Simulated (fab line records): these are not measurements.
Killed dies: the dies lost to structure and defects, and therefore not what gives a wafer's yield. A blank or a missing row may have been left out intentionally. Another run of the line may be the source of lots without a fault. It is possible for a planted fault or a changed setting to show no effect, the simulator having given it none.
Chamber matching | flow n5Finfet | N5_BEOL_M3_PECVD_72 on pecvd-03 has 3 sister chambers
The step deposits SiO2 from TEOS/O2, target thk 16 nm, time 18 s. 6 wafers are shown with their chamber, then 12 later ones without.

== WAFERS PAIRED WITH THEIR CHAMBERS ==
wafer  | chamber | showerheadPlenumPTorr (Torr) | throttleValvePct (%)
L079.3 | 2       | 8.76                         | 21.7
L081.6 | 2       | 8.77                         | 21.8
L086.5 | 1       | 8.96                         | 22.8
L087.1 | 0       | 8.78                         | 21.4
L087.4 | 1       | 8.95                         | 22.6
L087.5 | 0       | 8.75                         | 21.4

== WAFERS MISSING THEIR CHAMBER ==
wafer  | showerheadPlenumPTorr (Torr) | throttleValvePct (%)
L088.1 | 8.75                         | 20.8
L088.3 | 8.95                         | 22.8
L088.6 | 8.75                         | 20.8
L089.1 | 8.75                         | 20.8
L089.3 | 8.78                         | 21.7
L089.5 | 8.75                         | 20.6
L091.1 | 8.78                         | 21.7
L091.5 | 8.95                         | 23.0
L091.6 | 8.77                         | 21.5
L092.4 | 8.76                         | 21.5
L092.5 | 8.75                         | 20.5
L092.6 | 8.77                         | 21.1

== THE CHAMBER EACH PASSED THROUGH ==
wafer  | from the rows above     | in truth
L088.1 | 0                       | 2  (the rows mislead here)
L088.3 | 1                       | 1
L088.6 | 0                       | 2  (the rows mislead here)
L089.1 | 0                       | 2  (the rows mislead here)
L089.3 | 2                       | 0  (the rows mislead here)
L089.5 | 0                       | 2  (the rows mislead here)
L091.1 | 2                       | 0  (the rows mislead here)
L091.5 | 1                       | 1
L091.6 | can't be placed: 0 or 2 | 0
L092.4 | can't be placed: 0 or 2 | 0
L092.5 | 0                       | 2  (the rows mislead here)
L092.6 | 0                       | 0
3 of 12 placed correctly. From these rows, 2 cannot be placed; in 2 the true chamber is one of the candidates. Wrongly placed: 7.
How it was worked out, from the rows above alone: a wafer's distance from a chamber is the root of the sum, over the readings, of the square of ((its reading less the chamber's mean) divided by the reading's scatter). The wafer belongs to the nearest chamber; if the next one is less than 2 further off, it can't be placed. The mean given for a chamber averages the wafers shown for that chamber. How the scatter is found: for the shown wafers, subtract from each reading the mean of its chamber, square and add these, divide the total by (wafers less chambers), then take the root.
